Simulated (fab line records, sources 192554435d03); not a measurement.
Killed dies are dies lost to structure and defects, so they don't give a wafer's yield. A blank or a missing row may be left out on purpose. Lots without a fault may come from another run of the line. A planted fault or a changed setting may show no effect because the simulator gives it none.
Split-lot experiment | flow n5_finfet | 7 lots, 21 wafers read, on a route of 1938 steps

THE SPLIT
At N5_BEOL_M8_VIA_ETCH_34 (etches SiCOH lowk in C4F6/O2, target depth 125.5 nm, time 50.5 s), the setting bias_w was moved away from the recipe's 185 W on 6 of the 21 wafers read, by -9.7% to +16.8%. The other wafers ran this setting at the recipe's value.

The reading is taken at the split's own step.

THE READING
rf_vpp_V, in V, at N5_BEOL_M8_VIA_ETCH_34 (etches SiCOH lowk in C4F6/O2, target depth 125.5 nm, time 50.5 s). Fault-free wafers of this fab line usually give 661 V, standard deviation 5.7 V.

wafer  | tool, chamber at the split | bias_w as run, W | against the recipe | rf_vpp_V, V | against lot-mates on the recipe
L075.1 | rie_diel-03, 2             | 185              | recipe             | 665         | -
L075.2 | rie_diel-03, 3             | 185              | recipe             | 665         | -
L075.5 | rie_diel-03, 2             | 185              | recipe             | 665         | -
L080.2 | rie_diel-05, 0             | 185              | recipe             | 661         | -
L080.5 | rie_diel-05, 2             | 185              | recipe             | 659         | -
L080.6 | rie_diel-05, 1             | 185              | recipe             | 653         | -
L081.1 | rie_diel-03, 2             | 215.9            | +16.7%             | 751         | +89
L081.3 | rie_diel-03, 1             | 215.9            | +16.7%             | 747         | +85
L081.5 | rie_diel-03, 1             | 185              | recipe             | 662         | -
L084.1 | rie_diel-03, 2             | 185              | recipe             | 663         | -
L084.2 | rie_diel-03, 0             | 167              | -9.7%              | 598         | -66
L084.3 | rie_diel-03, 3             | 185              | recipe             | 664         | -
L088.2 | rie_diel-06, 3             | 185              | recipe             | 671         | -
L088.3 | rie_diel-06, 1             | 185              | recipe             | 660         | -
L088.5 | rie_diel-06, 2             | 185              | recipe             | 659         | -
L096.1 | rie_diel-05, 3             | 167.8            | -9.3%              | 604         | -55
L096.2 | rie_diel-05, 2             | 167.8            | -9.3%              | 610         | -49
L096.3 | rie_diel-05, 0             | 185              | recipe             | 659         | -
L092.1 | rie_diel-05, 0             | 216              | +16.8%             | 747         | +94
L092.4 | rie_diel-05, 3             | 185              | recipe             | 653         | -
L092.5 | rie_diel-05, 3             | 185              | recipe             | 652         | -

THE FIT
A straight line over all 21 wafers: rf_vpp_V changes by +5.45 V for each +1% of bias_w; r = +0.99; the points scatter about the line by 5.3 V.
The same after taking each lot's own level away (the mean of its wafers on the recipe; 21 wafers): +5.53 V for each +1%; r = +1.00; scatter 4.1 V.
On that fit, the largest move of bias_w shifts the reading by 93 V.
The lots' own levels span 652.5 to 665.0 V, that is 2.2 times the standard deviation above.
So the lot-to-lot level changes the slope little: the two slopes agree.
Check: with one of the wafers moved furthest among these (+16.8%) left out of the fit, the line predicts +90.5 V for it against its lot-mates. It came out at +94.5 V against them.
Tool readings at the split's step, against how far the setting was moved: rf_vpp_V r = +0.99.

OTHER SPLITS ON THESE WAFERS
These wafers also went through other splits before the reading. Each is held against what the fit with the lots' levels taken away leaves over:
other split on the same wafers             | wafers away from the commonest value | r with rf_vpp_V (lot level and that fit taken away)
N5_BEOL_M5_ETCH_72 bias_w                  | 9                                    | +0.09
N5_BEOL_M5_ETCH_62 source_w                | 6                                    | -0.03
N5_BEOL_M6_PECVD_70 temp_c                 | 10                                   | -0.08
N5_BEOL_M6_TRENCH_ETCH_37 source_w         | 7                                    | +0.05
N5_BEOL_M6_ALD_77 co_reactant_pulse_time_s | 8                                    | -0.28
N5_BEOL_M7_COAT_71 spin_rpm                | 5                                    | +0.03
N5_BEOL_M7_DESCUM_33 time_s                | 7                                    | -0.01

THE FILE'S OWN FIT
rf_vpp_V changes by +5.6 V for each +1% of bias_w, r = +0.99.
